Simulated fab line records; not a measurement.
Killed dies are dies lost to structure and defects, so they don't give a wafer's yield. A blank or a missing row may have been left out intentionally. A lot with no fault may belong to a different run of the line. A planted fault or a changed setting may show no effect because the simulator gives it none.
Matching of chambers + flow n5_finfet + 4 sister chambers for N5_BEOL_M14_CMP_49 on cmp-04
The step polishes, stops on SiO2, t overpolish 5.2 s, target thk 560 nm. 16 wafers are shown with their chamber, then 8 later ones without.

WAFERS, EACH WITH ITS CHAMBER
| wafer  | chamber | motor_current_A (A) | overpolish_run_s (s) | time_to_endpoint_s (s) |
|--------|---------|---------------------|----------------------|------------------------|
| L075.2 | 0       | 6.5                 | 5.208                | 128                    |
| L075.3 | 3       | 9.0                 | 5.202                | 127                    |
| L075.5 | 3       | 8.5                 | 5.222                | 126                    |
| L077.3 | 1       | 8.3                 | 5.193                | 123                    |
| L077.5 | 3       | 8.5                 | 5.204                | 127                    |
| L077.6 | 2       | 7.3                 | 5.208                | 119                    |
| L078.1 | 3       | 9.1                 | 5.185                | 128                    |
| L078.2 | 2       | 7.9                 | 5.202                | 124                    |
| L078.3 | 1       | 8.1                 | 5.185                | 124                    |
| L082.4 | 3       | 8.9                 | 5.204                | 130                    |
| L082.5 | 2       | 7.3                 | 5.209                | 122                    |
| L082.6 | 3       | 8.7                 | 5.191                | 128                    |
| L085.2 | 3       | 8.6                 | 5.196                | 125                    |
| L085.3 | 0       | 6.7                 | 5.208                | 123                    |
| L085.6 | 0       | 7.1                 | 5.204                | 123                    |
| L089.2 | 0       | 6.8                 | 5.217                | 125                    |

SIGNATURES (means of the wafers above)
| reading            | chamber 0 | chamber 1 | chamber 2 | chamber 3 | scatter within a chamber |
|--------------------|-----------|-----------|-----------|-----------|--------------------------|
| motor_current_A    | 6.775     | 8.200     | 7.500     | 8.757     | 0.259                    |
| overpolish_run_s   | 5.20925   | 5.18900   | 5.20633   | 5.20057   | 0.00909                  |
| time_to_endpoint_s | 124.75    | 123.50    | 121.67    | 127.29    | 1.94                     |
Rule: a wafer lies at a distance from a chamber equal to the root of the sum of squares, over the readings, of (its reading less the chamber's mean, divided by the reading's scatter). The wafer belongs to the nearest chamber; if the next one is less than 2 further off, it can't be placed. The scatter: take each reading less its chamber's mean, square it, sum over the shown wafers, divide by the number of wafers less the number of chambers, and take the root.

WAFERS WITHOUT THEIR CHAMBER
| wafer  | motor_current_A (A) | overpolish_run_s (s) | time_to_endpoint_s (s) |
|--------|---------------------|----------------------|------------------------|
| L089.4 | 8.1                 | 5.214                | 125                    |
| L089.5 | 9.0                 | 5.190                | 125                    |
| L090.2 | 6.9                 | 5.197                | 123                    |
| L090.3 | 8.1                 | 5.199                | 124                    |
| L090.4 | 7.9                 | 5.200                | 123                    |
| L097.1 | 8.3                 | 5.199                | 114                    |
| L097.5 | 7.6                 | 5.207                | 115                    |
| L097.6 | 8.4                 | 5.197                | 119                    |

WHICH CHAMBER EACH ONE RAN IN
| wafer  | from the rows above          | in truth |
|--------|------------------------------|----------|
| L089.4 | can't be placed: 1 or 2 or 3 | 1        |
| L089.5 | can't be placed: 3 or 1      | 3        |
| L090.2 | can't be placed: 0 or 2      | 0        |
| L090.3 | can't be placed: 1 or 2 or 3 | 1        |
| L090.4 | can't be placed: 1 or 2      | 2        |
| L097.1 | can't be placed: 1 or 2      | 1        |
| L097.5 | can't be placed: 2 or 1      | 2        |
| L097.6 | can't be placed: 1 or 2 or 3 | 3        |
Correct placement for 0 of the 8. Unplaceable from these rows: 8, with the true chamber sitting among the candidates in 8. 0 placed wrongly.
